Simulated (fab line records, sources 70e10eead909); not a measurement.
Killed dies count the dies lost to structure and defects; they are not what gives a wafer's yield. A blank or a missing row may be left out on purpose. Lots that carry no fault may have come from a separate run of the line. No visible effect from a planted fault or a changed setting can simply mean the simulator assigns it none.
Matching of chambers ; flow nand_harc ; 4 sister chambers for NHARC_P_CONTACT_CMP_24 on cmp-03
The step polishes, t overpolish 30 s, target thk 200 nm. 8 wafers are shown with their chamber, then 9 later ones without.

== WAFERS, EACH WITH ITS CHAMBER ==
wafer;chamber;motor_current_A (A);time_to_endpoint_s (s)
L082.1;2;12.6;43.3
L082.4;3;13.1;39.9
L084.1;1;12.5;39.5
L084.2;0;10.9;36.3
L084.3;2;12.3;39.1
L086.1;3;12.9;38.1
L086.3;0;11.4;36.6
L086.4;1;12.7;39.3

== WAFERS WITH NO CHAMBER GIVEN ==
wafer;motor_current_A (A);time_to_endpoint_s (s)
L090.1;12.0;36.1
L090.4;13.4;37.1
L090.5;12.4;39.1
L088.1;12.3;41.8
L088.2;11.7;42.1
L088.3;13.6;43.3
L094.1;12.7;40.1
L094.2;13.0;43.5
L094.4;12.4;41.7

== WHICH CHAMBER EACH ONE RAN IN ==
wafer;from the rows above;in truth
L090.1;can't be placed: 1 or 2 or 0 or 3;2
L090.4;can't be placed: 3 or 1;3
L090.5;can't be placed: 1 or 2 or 3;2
L088.1;can't be placed: 2 or 1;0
L088.2;can't be placed: 2 or 0 or 1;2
L088.3;can't be placed: 3 or 1 or 2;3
L094.1;can't be placed: 1 or 2 or 3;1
L094.2;can't be placed: 3 or 2 or 1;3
L094.4;can't be placed: 2 or 1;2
0 of 9 placed correctly. Unplaceable from these rows: 9, with the true chamber sitting among the candidates in 8. Wrongly placed: 0.
How it was worked out, from the rows above alone: a wafer's distance from a chamber is the root of the sum, over the readings, of the square of ((its reading less the chamber's mean) divided by the reading's scatter). The wafer belongs to the nearest chamber; if the next one is less than 2 further off, it can't be placed. A chamber's mean is the mean of its shown wafers. The scatter: the root of (the sum of the squares of (reading less its chamber's mean) over the shown wafers, divided by (wafers less chambers)).
